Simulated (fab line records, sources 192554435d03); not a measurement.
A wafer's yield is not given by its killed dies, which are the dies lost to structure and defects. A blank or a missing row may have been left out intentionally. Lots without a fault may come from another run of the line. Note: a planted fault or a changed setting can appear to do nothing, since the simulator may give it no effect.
Split-lot study / flow n5-finfet / 7 lots, 21 wafers read, on a route of 1938 steps

== SPLIT DETAILS ==
At N5_BEOL_M15_CMP_49 (polishes, stops on SiO2, t overpolish 4.9 s, target thk 850 nm), the setting down-force-psi was moved away from the recipe's 2 psi on 4 of the 21 wafers read, by -22.2% to -12.6%. For the rest of the wafers, this setting stayed at what the recipe calls for.

The reading is taken at the split's own step.

== THE READING ==
barrier-field-endpoint-s, in s, at N5_BEOL_M15_CMP_49 (polishes, stops on SiO2, t overpolish 4.9 s, target thk 850 nm). On this fab line, fault-free wafers typically give 11.4 s with a standard deviation of 0.31 s.

wafer=L076.2; tool, chamber at the split=cmp-02, 1; down-force-psi as run, psi=2; against the recipe=recipe; barrier-field-endpoint-s, s=11.1; against lot-mates on the recipe=-
wafer=L076.5; tool, chamber at the split=cmp-02, 1; down-force-psi as run, psi=2; against the recipe=recipe; barrier-field-endpoint-s, s=11.3; against lot-mates on the recipe=-
wafer=L076.6; tool, chamber at the split=cmp-02, 2; down-force-psi as run, psi=2; against the recipe=recipe; barrier-field-endpoint-s, s=11.1; against lot-mates on the recipe=-
wafer=L080.3; tool, chamber at the split=cmp-02, 0; down-force-psi as run, psi=2; against the recipe=recipe; barrier-field-endpoint-s, s=11.2; against lot-mates on the recipe=-
wafer=L080.1; tool, chamber at the split=cmp-02, 3; down-force-psi as run, psi=2; against the recipe=recipe; barrier-field-endpoint-s, s=11.1; against lot-mates on the recipe=-
wafer=L080.6; tool, chamber at the split=cmp-02, 0; down-force-psi as run, psi=2; against the recipe=recipe; barrier-field-endpoint-s, s=11.4; against lot-mates on the recipe=-
wafer=L079.1; tool, chamber at the split=cmp-01, 1; down-force-psi as run, psi=1.747; against the recipe=-12.6%; barrier-field-endpoint-s, s=13.1; against lot-mates on the recipe=+1.7
wafer=L079.3; tool, chamber at the split=cmp-01, 2; down-force-psi as run, psi=2; against the recipe=recipe; barrier-field-endpoint-s, s=11.3; against lot-mates on the recipe=-
wafer=L079.2; tool, chamber at the split=cmp-01, 3; down-force-psi as run, psi=2; against the recipe=recipe; barrier-field-endpoint-s, s=11.5; against lot-mates on the recipe=-
wafer=L083.4; tool, chamber at the split=cmp-03, 1; down-force-psi as run, psi=2; against the recipe=recipe; barrier-field-endpoint-s, s=10.7; against lot-mates on the recipe=-
wafer=L083.5; tool, chamber at the split=cmp-03, 1; down-force-psi as run, psi=2; against the recipe=recipe; barrier-field-endpoint-s, s=11.0; against lot-mates on the recipe=-
wafer=L083.6; tool, chamber at the split=cmp-03, 2; down-force-psi as run, psi=2; against the recipe=recipe; barrier-field-endpoint-s, s=11.3; against lot-mates on the recipe=-
wafer=L086.3; tool, chamber at the split=cmp-01, 2; down-force-psi as run, psi=1.556; against the recipe=-22.2%; barrier-field-endpoint-s, s=13.9; against lot-mates on the recipe=+2.8
wafer=L086.2; tool, chamber at the split=cmp-01, 3; down-force-psi as run, psi=2; against the recipe=recipe; barrier-field-endpoint-s, s=11.1; against lot-mates on the recipe=-
wafer=L086.4; tool, chamber at the split=cmp-01, 0; down-force-psi as run, psi=2; against the recipe=recipe; barrier-field-endpoint-s, s=11.0; against lot-mates on the recipe=-
wafer=L091.1; tool, chamber at the split=cmp-02, 1; down-force-psi as run, psi=2; against the recipe=recipe; barrier-field-endpoint-s, s=11.6; against lot-mates on the recipe=-
wafer=L091.2; tool, chamber at the split=cmp-02, 2; down-force-psi as run, psi=1.719; against the recipe=-14.0%; barrier-field-endpoint-s, s=13.0; against lot-mates on the recipe=+1.4
wafer=L091.3; tool, chamber at the split=cmp-02, 0; down-force-psi as run, psi=1.719; against the recipe=-14.0%; barrier-field-endpoint-s, s=13.4; against lot-mates on the recipe=+1.8
wafer=L092.3; tool, chamber at the split=cmp-01, 0; down-force-psi as run, psi=2; against the recipe=recipe; barrier-field-endpoint-s, s=11.3; against lot-mates on the recipe=-
wafer=L092.4; tool, chamber at the split=cmp-01, 2; down-force-psi as run, psi=2; against the recipe=recipe; barrier-field-endpoint-s, s=11.2; against lot-mates on the recipe=-
wafer=L092.5; tool, chamber at the split=cmp-01, 0; down-force-psi as run, psi=2; against the recipe=recipe; barrier-field-endpoint-s, s=11.4; against lot-mates on the recipe=-

THE FIT
A straight line over all 21 wafers: barrier-field-endpoint-s changes by -0.132 s for each +1% of down-force-psi; r = -0.97; the points scatter about the line by 0.22 s.
The same after taking each lot's own level away (the mean of its wafers on the recipe; 21 wafers): -0.124 s for each +1%; r = -0.98; scatter 0.15 s.
The reading moves by 2.8 s for the largest change in down-force-psi, on that fit.
From 11.00 to 11.60 s: that is the span of the lots' own levels, equal to 1.9 times the standard deviation above.
The two slopes are in agreement: the lot-to-lot level therefore moves the slope only a little.
Check: with one of the wafers moved furthest among these (-22.2%) left out of the fit, the line predicts +2.66 s for it against its lot-mates. Against them it came out at +2.85 s.
Tool readings at the split's step, against how far the setting was moved: barrier-field-endpoint-s r = -0.97.

== THESE WAFERS: OTHER SPLITS ==
These wafers also went through other splits before the reading. Each is held against what the fit with the lots' levels taken away leaves over:
other split on the same wafers=N5_BEOL_M13_ETCH_59 time-s; wafers away from the commonest value=7; r with barrier-field-endpoint-s (lot level and that fit taken away)=+0.11
other split on the same wafers=N5_BEOL_M13_COAT_65 spin-rpm; wafers away from the commonest value=7; r with barrier-field-endpoint-s (lot level and that fit taken away)=+0.13
other split on the same wafers=N5_BEOL_M13_SPUTTER_43 time-s; wafers away from the commonest value=6; r with barrier-field-endpoint-s (lot level and that fit taken away)=+0.47
other split on the same wafers=N5_BEOL_M13_SPUTTER_44 power-w; wafers away from the commonest value=7; r with barrier-field-endpoint-s (lot level and that fit taken away)=-0.29
other split on the same wafers=N5_BEOL_M15_PEB_26 peb-time-s; wafers away from the commonest value=7; r with barrier-field-endpoint-s (lot level and that fit taken away)=+0.03
other split on the same wafers=N5_BEOL_M15_TRENCH_ETCH_34 bias-w; wafers away from the commonest value=8; r with barrier-field-endpoint-s (lot level and that fit taken away)=+0.09

== FILE'S OWN FIT ==
barrier-field-endpoint-s changes by -0.126 s for each +1% of down-force-psi, r = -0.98.
